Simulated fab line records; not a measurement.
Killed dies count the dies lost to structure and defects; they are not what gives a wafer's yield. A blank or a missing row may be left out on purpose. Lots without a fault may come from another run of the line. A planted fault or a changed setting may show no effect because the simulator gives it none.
Which tool did it? ; flow n5 finfet ; 12 lots with 36 wafers sampled at 3 steps, on a route of 1938 steps

## WHAT THE GAUGES SHOWED, per wafer
N5_BEOL_M11_THK_MEAS_01.
lot;measured;on;M11_ILD_THK (nm)
L075;day 10 09:44;film metro-01;271 273 272
L078;day 11 01:16;film metro-01;267 271 269
L080;day 11 20:52;film metro-02;262 267 267
L081;day 12 03:06;film metro-02;264 263 271
L083;day 12 17:16;film metro-01;264 269 269
L084;day 13 06:46;film metro-01;266 269 270
L085;day 13 16:20;film metro-01;267 267 272
L089;day 14 13:36;film metro-01;265 265 267
L091;day 14 15:17;film metro-02;262 267 269
L095;day 15 13:14;film metro-01;265 262 269
L094;day 15 20:20;film metro-02;267 265 272
L096;day 16 09:47;film metro-01;266 271 270

## WHICH TOOL RAN EACH LOT (tool, then ch and the chambers of the sampled wafers, then the start)
lot;N5_BEOL_M9_DEP_56;N5_BEOL_M10_STRIP_19
L075;pecvd-03 ch 1,2, day 10 02:05;rie diel-04 ch 0,1,3, day 10 04:26
L078;pecvd-02 ch 0,1,2, day 10 17:36;rie diel-06 ch 0,1,3, day 10 21:05
L080;pecvd-03 ch 0,1, day 11 07:53;rie diel-04 ch 0,3, day 11 12:51
L081;pecvd-02 ch 0,1,2, day 11 18:28;rie diel-04 ch 0,1,3, day 11 21:23
L083;pecvd-03 ch 0,2, day 12 06:58;rie diel-04 ch 0,1,2, day 12 09:56
L084;pecvd-03 ch 0,1, day 12 23:23;rie diel-03 ch 0,1, day 13 01:03
L085;pecvd-03 ch 0,1,2, day 13 05:23;rie diel-03 ch 0,1,2, day 13 09:35
L089;pecvd-03 ch 1,2, day 14 03:35;rie diel-04 ch 0,1,2, day 14 05:55
L091;pecvd-01 ch 0,1,2, day 14 04:49;rie diel-06 ch 1,2,3, day 14 10:50
L095;pecvd-01 ch 0,1, day 15 01:41;rie diel-04 ch 1,2,3, day 15 04:53
L094;pecvd-01 ch 0,1, day 15 09:59;rie diel-03 ch 0,3, day 15 13:38
L096;pecvd-03 ch 1,2, day 15 21:04;rie diel-04 ch 0,2,3, day 16 00:06
- N5_BEOL_M9_DEP_56: deposits SiCN from 3MS/NH3, target thk 15 nm, time 26.5 s.
- N5_BEOL_M10_STRIP_19: strips in O2.

## THE ANSWER, worked out from the rows above alone
Rule: the lots themselves supply what counts as usual. The widest of any qualifying gaps counts: lots, ordered by their means at a reading, are off when they make up no more than a third of the lots, leave a main group of 4 or more, and stand apart from it by 3 or more times the standard deviation of that group's means. If all means in a main group match to the digits the tables above print for the reading, that group is not used. A lot without any number at a reading at which 4 lots or more have one is off too. Any other lot the step has rows for is counted as sound.
No lot is off on any of the readings shown, so nothing can be concluded from this.

## WHAT WAS PUT IN BY THE SIMULATOR
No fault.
